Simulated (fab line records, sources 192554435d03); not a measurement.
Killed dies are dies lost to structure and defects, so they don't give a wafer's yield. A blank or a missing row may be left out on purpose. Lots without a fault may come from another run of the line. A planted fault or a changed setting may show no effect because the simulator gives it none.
A struck lot beside a sound one | flow n5_finfet | 13 steps out of a route of 1938
Sound: wafers L890.2, L890.6. Struck: wafers L878.1, L878.2, L878.4. The cause comes at the end.
At each step with rows: each side's tool, then ch and its chambers, then its first start. Under that, the readings that differ: sound wafers | struck wafers | difference of the means | sigmas: that difference in standard deviations of wafers without a fault.
alike: readings whose means differ by less than 2 such deviations, and words and numbers that are the same on both sides. not compared: withheld readings, readings that some wafer has no value for, bounds like >300 that may hide the same value, and numbers for which the record gives no deviation and whose values overlap.
The two part at a step that has a row with sigmas, a row that says differs or no value, or rows on one side only. Numbers that don't overlap but have no deviation are shown without sigmas and don't part them. A reading that every wafer of one side lacks parts them only if that side has two wafers or more.

first, 10 steps without rows for these wafers: N5_MOL_CONTACT_COAG_DESCUM_13 (chemistry O2, time 7 s); N5_MOL_CONTACT_COAG_ETCH_59 (etches underlayer in N2/H2, target depth 13 nm, time 10.4 s); N5_MOL_CONTACT_COAG_ETCH_105 (etches SiARC in CF4, target depth 15.6 nm, time 26 s); N5_MOL_CONTACT_COAG_ETCH_106 (etches SOC in N2/H2, target depth 80 nm, overetch 16 nm, time 120 s); N5_MOL_CONTACT_COAG_STRIP_107 (strips in N2/H2); N5_MOL_CONTACT_COAG_STRIP_108 (strips in N2/H2); N5_MOL_CONTACT_COAG_CONTACT_ETCH_14 (etches SiO2 in C4F6/O2, target depth 27.5 nm, overetch 8.5 nm, time 20 s); N5_MOL_CONTACT_COAG_STRIP_109 (strips in C4F6/O2); N5_MOL_CONTACT_COAG_ETCH_15 (etches SiNx in CH3F/O2, stops on Si:P, target depth 7 nm); N5_MOL_CONTACT_COAG_ETCH_110 (etches Si in CF4/O2, target depth 2.5 nm, time 8 s).
N5_MOL_CONTACT_COAG_STRIP_98: strips in N2/H2.
  sound on rie_diel-03 ch 0,3, day 10 12:08; struck on rie_diel-04 ch 0,3, day 7 13:02
  no value came back on the struck wafers for any of 7 readings (bias_power_w (W), chamber_pressure_mTorr (mTorr) and others); on the sound wafers bias_power_w (W) reads 7.969 8.007
  reading                                            | sound | struck     | difference | sigmas
  model.SOC_of_MOL_CONTACT_COAG_COAT_103.thk_nm (nm) | 0 0   | 74 73.8 74 | +74        |
  not compared: rf_hours_counter_h
N5_BEOL_M4_RC_MEAS_101:
  the record has rows for the sound wafers here (prober-01 ch 0, day 15 13:37) and none for the struck ones
-- the record jumps here: 10 days lie between the struck wafers' starts before and after (it left off in module BEOL_M4 and takes up again in module PASSIVATION, whose first step shown is number 1936 of the route) --
N5_PASSIVATION_PROBE_49:
  the record has rows for the struck wafers here (prober-02, day 17 01:08) and none for the sound ones

WHERE THEY PART
First at N5_MOL_CONTACT_COAG_STRIP_98; last, within this record, at N5_PASSIVATION_PROBE_49.

WHY: what the simulator had put in
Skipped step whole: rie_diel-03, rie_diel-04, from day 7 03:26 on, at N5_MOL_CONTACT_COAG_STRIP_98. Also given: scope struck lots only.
